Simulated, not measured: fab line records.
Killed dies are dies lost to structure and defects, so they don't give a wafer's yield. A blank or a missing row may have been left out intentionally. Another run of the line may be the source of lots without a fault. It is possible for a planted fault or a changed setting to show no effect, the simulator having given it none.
fab line records	flow n5Finfet
record: lots: 6	wafers: 18	lastDay: 19
route steps=1938 shown TV_LITHO@1875 TV_OPEN@1887
lots untouched by any fault: they come from a run of this same line in which no faults occurred
startH: start of the lot's first displayed wafer, in hours after the record's first day	waitH: how many hours have passed since the lot's step before this one	" the same as in the row above	L1.1+2: several wafers, shown together as one row	- no value present, or no start provided	* or withheld: withheld	< > ~ a bound
route shown NAME@n: NAME is a module with steps in the file, n the number in the route of the first one	usual: average and standard deviation across the fault-free wafers	same: alike in all rows	chamber/n: place in a boat	sites: each site's reading	_std_site: the standard deviation of these	_edge_site: mean of outer sites minus mean of inner sites	radiusMm: for every site, how far away it sits from the centre of the wafer	mask NAME#n: copy n	behind: tool/chamber where the wafer was last shaped	hold: reason for holding the lot/hours on hold/outcome of the hold	device: the transistor (n, p or np) that didn't switch	end of line: the route-end tests of the same wafers	step lacking rows: just its recipe	killed: dies lost to structure and defects at the first sort, not the wafer's yield	map: shows each die of a wafer: x if killed, . if not, _ if none is there
set.NAME: setting as actually run; set.NAME@STEP: the setting as run at that earlier step	model.NAME: the simulator's own value behind a step, which no gauge read
lots seen at some steps along the route; tables by step, rows by wafer
services: when a tool's chamber went out of use (startH, in hours from the record's first day, below 0 if earlier), for how many hours, and the reason
== steps ==
step: N5_PASSIVATION_HMDS_03
recipe: timeS: 60	tempC: 120
step: N5_PASSIVATION_COAT_04
recipe: spinRpm: *	resistThkNm: *
step: N5_PASSIVATION_EBR_06
recipe: solvent: PGMEA	ebrWidthMm: 1.5
step: N5_PASSIVATION_SOFTBAKE_05
recipe: tempC: 100	timeS: 90
step: N5_PASSIVATION_EXPOSE_07
recipe: maskId: TV	na: 0.55	sourceShape: conventional	sigmaOuter: 0.8	polarization: unpolarized	defocusNm: 0	targetCdNm: 3000	doseMj: 22.75
step: N5_PASSIVATION_PEB_08
recipe: pebTempC: withheld	pebTimeS: *
step: N5_PASSIVATION_DEVELOP_09
recipe: developTimeS: 60	rinseLiquid: diw	dry: airSpin	devTempC: 21
step: N5_PASSIVATION_HARDBAKE_11
recipe: tempC: 130	timeS: 120
step: N5_PASSIVATION_CD_MEAS_10
recipe: targetCdNm: 3000	landingEnergyEv: 500	detector: seInlens
usual: cdNm: 2999.4/2
lot.wafer	tool	chamber	startH	waitH	cdNm
L507.1	cdSem-02	0	297.54	-	3002.4
L507.4	"	0	"	"	2999.5
L507.6	"	0	"	"	3003.0
L509.1	cdSem-01	0	300.88	-	2997.3
L509.2	"	0	"	"	2995.7
L509.5	"	0	"	"	2993.3
L511.2	cdSem-01	0	313.49	-	2997.9
L511.4	"	0	"	"	2994.3
L511.6	"	0	"	"	2995.7
L523.1	cdSem-02	0	413.68	-	3002.6
L523.2	"	0	"	"	2999.2
L523.3	"	0	"	"	2999.2
L527.4	cdSem-01	0	427.01	-	3000.4
L527.5	"	0	"	"	2999.3
L527.6	"	0	"	"	3000.0
L529.2	cdSem-01	0	438.29	-	2998.2
L529.3	"	0	"	"	2997.0
L529.4	"	0	"	"	2996.6
step: N5_PASSIVATION_OVL_MEAS_60
recipe: pointsPerWafer: 44
usual: TV_OVL: 3/5.3
lot.wafer	tool	chamber	startH	waitH	TV_OVL[nm]
L507.1	overlay-02	0	297.58	0.0	1
L507.4	"	0	"	"	5
L507.6	"	0	"	"	3
L509.1	overlay-01	0	300.92	0.0	1
L509.2	"	0	"	"	-1
L509.5	"	0	"	"	6
L511.2	overlay-01	0	313.53	0.0	-6
L511.4	"	0	"	"	-1
L511.6	"	0	"	"	-7
L523.1	overlay-02	0	413.71	0.0	-1
L523.2	"	0	"	"	7
L523.3	"	0	"	"	-9
L527.4	overlay-01	0	427.04	0.0	4
L527.5	"	0	"	"	8
L527.6	"	0	"	"	14
L529.2	overlay-02	0	438.32	0.0	-7
L529.3	"	0	"	"	2
L529.4	"	0	"	"	-7
step: N5_PASSIVATION_INSPECT_61
recipe: mode: adi	inspectInstrument: macro
usual: rawDefectCount: 1.9/1.4
lot.wafer	tool	chamber	startH	waitH	rawDefectCount
L507.1	defectInspect-01	-	297.60	0.0	1
L507.4	"	-	"	"	3
L507.6	"	-	"	"	0
L509.1	defectInspect-01	-	300.95	0.0	3
L509.2	"	-	"	"	0
L509.5	"	-	"	"	2
L511.2	defectInspect-02	-	313.55	0.0	3
L511.4	"	-	"	"	0
L511.6	"	-	"	"	3
L523.1	defectInspect-01	-	413.74	0.0	1
L523.2	"	-	"	"	0
L523.3	"	-	"	"	0
L527.4	defectInspect-02	-	427.06	0.0	1
L527.5	"	-	"	"	2
L527.6	"	-	"	"	1
L529.2	defectInspect-02	-	438.35	0.0	1
L529.3	"	-	"	"	2
L529.4	"	-	"	"	1
step: N5_PASSIVATION_DESCUM_12
recipe: chemistry: O2	timeS: 7.9	sourcePowerW: 50	biasPowerW: 20	pressureMtorr: 20	rfFrequencyHz: 2.712e+07	tempC: 40	o2FlowSccm: 225
usual: chamberPressureMTorr: 19.999/0.016	drypumpMotorCurrentA: 5.6/0.42	oesProductAu: 0.77/0.083	rfFwdPowerW: 49.62/0.2	rfVppV: 242.9/1.3	showerheadPlenumPTorr: 2.08/0.061	throttleValvePct: 20.45/0.22
lot.wafer	tool	chamber	startH	waitH	chamberPressureMTorr	drypumpMotorCurrentA	oesProductAu	rfFwdPowerW	rfHoursCounterH	rfVppV	showerheadPlenumPTorr	throttleValvePct
L507.1	rieDiel-06	0	297.69	0.1	19.990	5.1	0.76	49.56	143	242.0	2.01	20.65
L507.4	"	0	"	"	19.981	5.2	0.77	49.37	-	241.1	2.01	20.67
L507.6	"	2	"	"	20.017	5.6	0.72	49.42	-	244.1	2.15	20.46
L509.1	rieDiel-06	0	301.10	0.1	20.023	5.1	0.77	49.33	145	240.5	2.01	20.66
L509.2	"	2	"	"	20.004	5.6	0.71	49.50	211	244.5	2.15	20.48
L509.5	"	3	"	"	19.991	5.6	0.69	49.34	-	242.9	2.17	20.68
L511.2	rieDiel-05	1	313.59	0.0	20.003	5.6	0.68	49.14	245	243.0	2.14	20.35
L511.4	"	2	"	"	20.025	6.2	0.80	49.55	91	242.7	2.12	20.19
L511.6	"	3	"	"	19.981	5.1	0.91	49.72	-	242.7	2.05	20.42
L523.1	rieDiel-05	1	413.93	0.2	19.994	5.6	0.91	49.60	20	244.7	2.13	20.14
L523.2	"	3	"	"	19.990	5.1	0.86	50.05	50	242.3	2.04	20.48
L523.3	"	2	"	"	19.969	6.2	0.76	49.80	126	242.9	2.11	20.26
L527.4	rieDiel-05	1	427.83	0.8	19.982	5.6	0.89	49.70	25	243.8	2.13	20.16
L527.5	"	1	"	"	20.017	5.6	0.89	49.68	-	244.1	2.13	20.16
L527.6	"	2	"	"	19.983	6.2	0.76	49.76	-	244.6	2.11	20.25
L529.2	rieDiel-06	3	438.38	0.0	19.985	5.6	0.95	49.24	2	243.6	2.15	20.42
L529.3	"	0	"	"	20.015	5.2	0.73	49.47	190	242.0	1.99	20.73
L529.4	"	3	"	"	20.001	5.6	0.94	49.14	-	243.9	2.15	20.42
step: N5_PASSIVATION_PASS_ETCH_74
recipe: chemistry: CF4/O2	target: SiNx	targetDepthA: 2200	timeS: 110	ionEnergyEv: 100	pressureMtorr: 40	sourceW: 535	biasW: 49	Ar_flow_sccm: 100	cf4FlowSccm: 100	O2_flow_sccm: 10
usual: chamberPressureMTorr: 40.00/0.035	drypumpMotorCurrentA: 5.6/0.42	oesProductAu: 0.78/0.087	rfFwdPowerW: 531.7/1.8	rfVppV: 241/4.4	showerheadPlenumPTorr: 2.19/0.06	throttleValvePct: 16.03/0.26
lot.wafer	tool	chamber	startH	waitH	chamberPressureMTorr	drypumpMotorCurrentA	oesProductAu	rfFwdPowerW	rfHoursCounterH	rfVppV	showerheadPlenumPTorr	throttleValvePct	model.etch.depthNm	model.coat_of_PASSIVATION_COAT_04.thkNm	model.TV_OPEN.cdOffsetNm
L507.1	rieDiel-06	0	297.75	0.0	40.03	5.2	0.76	533.2	143	247	2.13	16.26	216.5	*	0.2
L507.4	"	0	"	"	39.96	5.2	0.76	530.8	-	249	2.13	16.27	216.9	*	0.2
L507.6	"	2	"	"	39.93	5.6	0.73	530.9	-	240	2.28	16.10	221.6	*	-0.4
L509.1	rieDiel-06	0	301.16	0.0	40.01	5.1	0.75	528.6	145	248	2.13	16.26	216.7	*	-0.2
L509.2	"	2	"	"	40.02	5.6	0.73	530.5	211	238	2.28	16.10	221.4	*	-0.2
L509.5	"	3	"	"	39.98	5.6	0.69	532.0	-	242	2.27	16.23	209.6	*	0.6
L511.2	rieDiel-05	1	313.65	0.0	40.02	5.6	0.70	534.1	245	240	2.25	16.05	224.3	*	-0.6
L511.4	"	2	"	"	39.96	6.2	0.81	534.1	91	249	2.21	15.63	223.5	*	-0.4
L511.6	"	3	"	"	39.98	5.1	0.92	531.2	-	241	2.18	15.98	221.1	*	-0.8
L523.1	rieDiel-05	1	413.99	0.0	39.94	5.6	0.82	404.4	20	278	2.24	15.63	181.7	*	1.6
L523.2	"	3	"	"	40.06	5.1	0.75	404.5	50	281	2.17	16.02	172.5	*	1.8
L523.3	"	2	"	"	39.93	6.2	0.67	401.3	126	287	2.20	15.67	175.2	*	2.2
L527.4	rieDiel-05	1	427.89	0.0	40.07	5.6	0.80	403.0	25	280	2.24	15.65	181.2	*	1.6
L527.5	"	1	"	"	40.03	5.6	0.81	402.8	-	278	2.24	15.65	181.6	*	2
L527.6	"	2	"	"	39.97	6.2	0.67	403.8	-	287	2.20	15.67	174.6	*	2.4
L529.2	rieDiel-06	3	438.45	0.0	39.95	5.7	0.94	530.9	2	240	2.25	15.82	218.9	*	-0.2
L529.3	"	0	"	"	39.99	5.2	0.72	530.4	190	248	2.11	16.34	215.7	*	0.2
L529.4	"	3	"	"	40.01	5.6	0.94	533.6	-	238	2.25	15.82	217.5	*	-0.2
step: N5_PASSIVATION_VIA_ETCH_13
recipe: chemistry: CHF3/O2	target: SiO2	targetDepthA: 6600	CHF3_flow_sccm: 50	O2_flow_sccm: 5	Ar_flow_sccm: 200	timeS: 330	maskMaterial: PR	pressureMtorr: 30	sourceW: 650	biasW: 170	ionEnergyEv: 200	ends: cleared
usual: chamberPressureMTorr: 29.999/0.03	drypumpMotorCurrentA: 5.6/0.42	etchRfOnTimeS: 235/5.5	oesProductAu: 0.70/0.077	rfFwdPowerW: 647.6/2	rfVppV: 525/9.2	showerheadPlenumPTorr: 2.40/0.067	throttleValvePct: 18.92/0.26
lot.wafer	tool	chamber	startH	waitH	chamberPressureMTorr	drypumpMotorCurrentA	etchRfOnTimeS	oesProductAu	rfFwdPowerW	rfHoursCounterH	rfVppV	showerheadPlenumPTorr	throttleValvePct	model.coat_of_PASSIVATION_COAT_04.thkNm
L507.1	rieDiel-06	0	297.84	0.0	30.012	5.1	232	0.69	647.8	143	537	2.33	19.20	*
L507.4	"	0	"	"	29.989	5.2	236	0.69	647.7	-	539	2.33	19.21	*
L507.6	"	2	"	"	29.969	5.6	241	0.65	646.5	-	522	2.50	18.99	*
L509.1	rieDiel-06	0	301.25	0.0	29.991	5.2	228	0.70	647.6	145	537	2.33	19.21	*
L509.2	"	2	"	"	29.967	5.7	238	0.66	645.9	211	523	2.50	19.00	*
L509.5	"	3	"	"	30.020	5.6	244	0.63	647.0	-	523	2.47	19.05	*
L511.2	rieDiel-05	1	313.74	0.0	29.957	5.6	230	0.63	647.8	245	524	2.46	18.85	*
L511.4	"	2	"	"	29.983	6.2	236	0.73	646.7	91	539	2.43	18.54	*
L511.6	"	3	"	"	30.002	5.1	231	0.84	647.4	-	525	2.38	18.92	*
L523.1	rieDiel-05	1	414.08	0.0	29.938	5.6	227	0.84	647.8	20	524	2.45	18.54	*
L523.2	"	3	"	"	30.015	5.1	233	0.78	650.2	50	523	2.37	18.96	*
L523.3	"	2	"	"	29.971	6.2	225	0.70	650.0	126	540	2.41	18.61	*
L527.4	rieDiel-05	1	427.98	0.0	29.981	5.6	235	0.83	643.5	25	524	2.44	18.55	*
L527.5	"	1	"	"	29.994	5.6	234	0.83	648.3	-	525	2.45	18.57	*
L527.6	"	2	"	"	29.983	6.2	233	0.70	647.9	-	539	2.41	18.61	*
L529.2	rieDiel-06	3	438.54	0.0	29.972	5.7	232	0.86	650.8	2	521	2.46	18.74	*
L529.3	"	0	"	"	29.988	5.2	231	0.66	645.8	190	538	2.32	19.29	*
L529.4	"	3	"	"	29.996	5.6	237	0.86	647.9	-	521	2.46	18.75	*
step: N5_PASSIVATION_STRIP_14
recipe: chemistry: O2	powerW: 600	tempC: 60	pressureMtorr: 30	rfFrequencyHz: 6e+07	biasPowerW: 0	overashFraction: 0.5	o2FlowSccm: 225
usual: chamberPressureMTorr: 30.00/0.053	drypumpMotorCurrentA: 5.6/0.42	oesProductAu: 0.77/0.082	rfVppV: 3.6/0.91	showerheadPlenumPTorr: 2.08/0.061	throttleValvePct: 16.70/0.23
lot.wafer	tool	chamber	startH	waitH	chamberPressureMTorr	drypumpMotorCurrentA	oesProductAu	rfHoursCounterH	rfVppV	showerheadPlenumPTorr	throttleValvePct
L507.1	rieDiel-06	0	298.04	0.1	30.00	5.2	0.77	143	3.3	2.01	16.91
L507.4	"	0	"	"	29.91	5.1	0.78	-	3.2	2.01	16.93
L507.6	"	2	"	"	29.97	5.6	0.71	-	3.3	2.16	16.71
L509.1	rieDiel-06	0	301.45	0.1	30.04	5.1	0.78	145	3.3	2.01	16.93
L509.2	"	2	"	"	30.00	5.6	0.71	211	2.9	2.16	16.72
L509.5	"	3	"	"	30.05	5.6	0.68	-	5.4	2.17	16.95
L511.2	rieDiel-05	1	313.94	0.1	30.07	5.6	0.68	245	3.1	2.14	16.72
L511.4	"	2	"	"	29.97	6.2	0.81	91	4.1	2.12	16.43
L511.6	"	3	"	"	30.07	5.1	0.91	-	3.9	2.06	16.58
L523.1	rieDiel-05	1	414.28	0.1	29.98	5.6	0.91	20	1.9	2.13	16.33
L523.2	"	3	"	"	29.99	5.1	0.86	50	4.3	2.05	16.65
L523.3	"	2	"	"	29.91	6.2	0.76	126	3.9	2.11	16.51
L527.4	rieDiel-05	1	428.18	0.1	30.00	5.6	0.88	25	4.2	2.13	16.33
L527.5	"	1	"	"	30.07	5.6	0.88	-	1.6	2.13	16.36
L527.6	"	2	"	"	29.99	6.2	0.75	-	3.6	2.11	16.53
L529.2	rieDiel-06	3	438.73	0.1	29.99	5.6	0.96	2	4.2	2.16	16.55
L529.3	"	0	"	"	30.00	5.2	0.73	191	2.4	2.00	16.99
L529.4	"	3	"	"	30.05	5.6	0.94	-	3.7	2.16	16.57
step: N5_PASSIVATION_ETCH_15
recipe: chemistry: CF4/N2	target: SiCN	targetDepthA: 750	taperDeg: 2	timeS: 81.2	ionEnergyEv: 150	maskMaterial: SiNx	pressureMtorr: 40	sourceW: 430	biasW: 70	Ar_flow_sccm: 100	cf4FlowSccm: 60	n2FlowSccm: 60
usual: chamberPressureMTorr: 40.00/0.032	drypumpMotorCurrentA: 5.6/0.42	oesProductAu: 0.78/0.088	rfFwdPowerW: 427.7/1.4	rfVppV: 382.0/1.7	showerheadPlenumPTorr: 2.20/0.06	throttleValvePct: 15.48/0.26
lot.wafer	tool	chamber	startH	waitH	chamberPressureMTorr	drypumpMotorCurrentA	oesProductAu	rfFwdPowerW	rfHoursCounterH	rfVppV	showerheadPlenumPTorr	throttleValvePct	model.TV_OPEN.cdOffsetNm
L507.1	rieDiel-06	0	-	-	40.00	5.2	0.76	426.8	144	380.9	2.13	15.73	3.2
L507.4	"	0	"	"	39.97	5.2	0.76	427.4	-	379.6	2.13	15.71	2.8
L507.6	"	2	"	"	39.99	5.7	0.72	426.0	-	384.4	2.28	15.54	2.2
L509.1	rieDiel-06	0	-	-	40.01	5.2	0.75	426.6	145	380.8	2.13	15.74	2.2
L509.2	"	2	"	"	39.96	5.6	0.71	426.0	212	384.3	2.28	15.55	2
L509.5	"	3	"	"	39.93	5.6	0.68	428.6	-	385.2	2.27	15.66	2.4
L511.2	rieDiel-05	1	-	-	39.98	5.6	0.69	430.4	245	383.6	2.25	15.49	2
L511.4	"	2	"	"	40.02	6.2	0.81	428.1	91	384.0	2.22	15.13	1.2
L511.6	"	3	"	"	40.01	5.1	0.91	425.2	-	381.5	2.18	15.39	1.4
L523.1	rieDiel-05	1	-	-	39.97	5.6	0.94	428.0	20	382.5	2.25	15.09	4
L523.2	"	3	"	"	39.98	5.1	0.86	430.0	50	379.9	2.17	15.44	3.6
L523.3	"	2	"	"	40.02	6.2	0.78	428.4	126	383.2	2.21	15.19	4
L527.4	rieDiel-05	1	-	-	40.01	5.6	0.94	428.2	25	381.9	2.24	15.12	3.6
L527.5	"	1	"	"	39.99	5.6	0.93	426.2	-	383.4	2.24	15.09	3.8
L527.6	"	2	"	"	39.99	6.2	0.77	428.1	-	381.8	2.21	15.19	3.6
L529.2	rieDiel-06	3	-	-	39.90	5.6	0.93	426.0	2	384.2	2.25	15.25	2.2
L529.3	"	0	"	"	40.02	5.2	0.72	426.8	191	380.8	2.11	15.81	1.6
L529.4	"	3	"	"	40.02	5.7	0.94	427.8	-	383.8	2.25	15.24	2.2
step: N5_PASSIVATION_STRIP_73
recipe: chemistry: postEtchResidueRemover	timeS: 60	tempC: 25	removerPh: withheld	removerWaterWtPct: withheld	removerFluorideWtPct: withheld
== services ==
tool	chamber	startH	hours	kind
rieDiel-06	-	295.07	0.1	repair
rieDiel-05	3	319.91	10.7	repair
rieDiel-05	1	330.59	-	clean
rieDiel-05	1	330.59	-	consumableReplace:focusRing
rieDiel-05	1	330.59	19.4	scheduledDown
rieDiel-05	1	330.59	19.4	ventCycle
rieDiel-05	-	361.43	1.6	repair
rieDiel-06	3	406.45	-	clean
rieDiel-06	3	406.45	-	consumableReplace:focusRing
rieDiel-06	3	406.45	24.5	scheduledDown
rieDiel-06	3	406.45	24.5	ventCycle
rieDiel-06	1	410.30	9.1	repair
rieDiel-06	2	430.93	-	clean
rieDiel-06	2	430.93	-	consumableReplace:focusRing
rieDiel-06	2	430.93	16.6	scheduledDown
rieDiel-06	2	430.93	16.6	ventCycle
== key ==
firstSign: step: N5_PASSIVATION_PASS_ETCH_74	reading: rfFwdPowerW	direction: down	sigmas: 70	usual: *	struck: *
effect: step: N5_PASSIVATION_PASS_ETCH_74	reading: rfVppV	direction: up	sigmas: 9.2	usual: 241	struck: 282
modelEffect: step: N5_PASSIVATION_PASS_ETCH_74	value: etch.depthNm	without: 225.7	struck: 177.8
modelEffect: step: N5_PASSIVATION_VIA_ETCH_13	value: coat_of_PASSIVATION_COAT_04.thkNm	without: *	struck: *
modelEffect: step: N5_PASSIVATION_ETCH_15	value: TV_OPEN.cdOffsetNm	without: 1.4	struck: 3.767
metAt N5_PASSIVATION_PASS_ETCH_74
struckWafers L523.1,L523.2,L523.3,L527.4,L527.5,L527.6
onsetBetween 313.65 413.99
fault: kind: processParameterDrift	tool: rieDiel-05	chamber: -	onsetH: 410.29	steps: N5_PASSIVATION_PASS_ETCH_74	channel: sourceW	offset: -128.4	shape: step	endH: 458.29	actsIn: theseRecipesOnly	stated: 535
